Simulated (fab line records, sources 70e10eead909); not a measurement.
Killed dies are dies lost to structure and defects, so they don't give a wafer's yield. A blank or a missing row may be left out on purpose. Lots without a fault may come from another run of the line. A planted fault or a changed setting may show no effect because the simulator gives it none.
Chamber matching | flow nand_harc | NHARC_A_CONTACT_ETCH_90 on rie_diel-13: 4 sister chambers
The step etches the open film in CH3F/O2, target depth 40 nm, time 85.7 s. 27 wafers are shown with their chamber, then 12 later ones without.

WAFERS WITH THEIR CHAMBER
wafer  | chamber | showerhead_plenum_p_Torr (Torr) | drypump_motor_current_A (A) | rf_vpp_V (V)
L076.3 | 0       | 2.61                            | 6.5                         | 245.4
L076.5 | 0       | 2.61                            | 6.5                         | 246.1
L076.6 | 3       | 2.34                            | 5.2                         | 242.4
L077.2 | 2       | 2.33                            | 5.8                         | 240.8
L077.4 | 3       | 2.33                            | 5.1                         | 243.7
L077.6 | 2       | 2.33                            | 5.9                         | 243.0
L079.2 | 3       | 2.33                            | 5.2                         | 243.1
L079.5 | 2       | 2.33                            | 5.9                         | 241.6
L079.6 | 1       | 2.30                            | 5.1                         | 242.8
L078.3 | 3       | 2.33                            | 5.2                         | 243.3
L078.4 | 1       | 2.30                            | 5.1                         | 242.6
L078.5 | 1       | 2.30                            | 5.2                         | 244.7
L083.2 | 3       | 2.33                            | 5.2                         | 242.8
L083.3 | 1       | 2.30                            | 5.2                         | 242.3
L083.4 | 0       | 2.60                            | 6.5                         | 246.0
L084.3 | 1       | 2.30                            | 5.1                         | 242.6
L084.4 | 3       | 2.33                            | 5.1                         | 243.5
L084.6 | 1       | 2.30                            | 5.1                         | 242.0
L086.4 | 0       | 2.60                            | 6.5                         | 245.0
L086.5 | 0       | 2.60                            | 6.5                         | 245.3
L086.6 | 1       | 2.29                            | 5.1                         | 243.3
L087.3 | 0       | 2.60                            | 6.5                         | 245.8
L087.4 | 2       | 2.32                            | 5.9                         | 242.2
L087.6 | 1       | 2.29                            | 5.2                         | 242.7
L091.3 | 1       | 2.29                            | 5.2                         | 243.1
L091.4 | 1       | 2.29                            | 5.1                         | 241.1
L091.5 | 3       | 2.32                            | 5.2                         | 242.9

SIGNATURES (means of the wafers above)
reading                  | chamber 0 | chamber 1 | chamber 2 | chamber 3 | scatter within a chamber
showerhead_plenum_p_Torr | 2.6033    | 2.2960    | 2.3275    | 2.3300    | 0.00531
drypump_motor_current_A  | 6.500     | 5.140     | 5.875     | 5.171     | 0.0446
rf_vpp_V                 | 245.600   | 242.720   | 241.900   | 243.100   | 0.737
Rule: a wafer's distance from a chamber is the root of the sum, over the readings, of the square of ((its reading less the chamber's mean) divided by the reading's scatter). The wafer belongs to the nearest chamber; if the next one is less than 2 further off, it can't be placed. The scatter: the root of (the sum of the squares of (reading less its chamber's mean) over the shown wafers, divided by (wafers less chambers)).

WAFERS WITHOUT THEIR CHAMBER
wafer  | showerhead_plenum_p_Torr (Torr) | drypump_motor_current_A (A) | rf_vpp_V (V)
L092.3 | 2.33                            | 5.2                         | 242.0
L092.4 | 2.60                            | 6.5                         | 245.9
L092.5 | 2.29                            | 5.2                         | 242.5
L094.1 | 2.32                            | 5.9                         | 242.8
L094.3 | 2.29                            | 5.2                         | 241.5
L094.6 | 2.32                            | 5.2                         | 242.8
L097.1 | 2.29                            | 5.1                         | 243.5
L097.3 | 2.32                            | 5.9                         | 243.6
L097.5 | 2.29                            | 5.1                         | 241.1
L096.2 | 2.32                            | 5.9                         | 241.4
L096.4 | 2.32                            | 5.2                         | 241.9
L096.5 | 2.59                            | 6.5                         | 246.2

WHICH CHAMBER EACH WENT THROUGH
wafer  | from the rows above | in truth
L092.3 | 3                   | 3
L092.4 | 0                   | 0
L092.5 | 1                   | 1
L094.1 | 2                   | 2
L094.3 | 1                   | 1
L094.6 | 3                   | 3
L097.1 | 1                   | 1
L097.3 | 2                   | 2
L097.5 | 1                   | 1
L096.2 | 2                   | 2
L096.4 | 3                   | 3
L096.5 | 0                   | 0
Placed correctly: 12 of 12. Can't be placed from these rows: 0. Placed wrongly: 0.
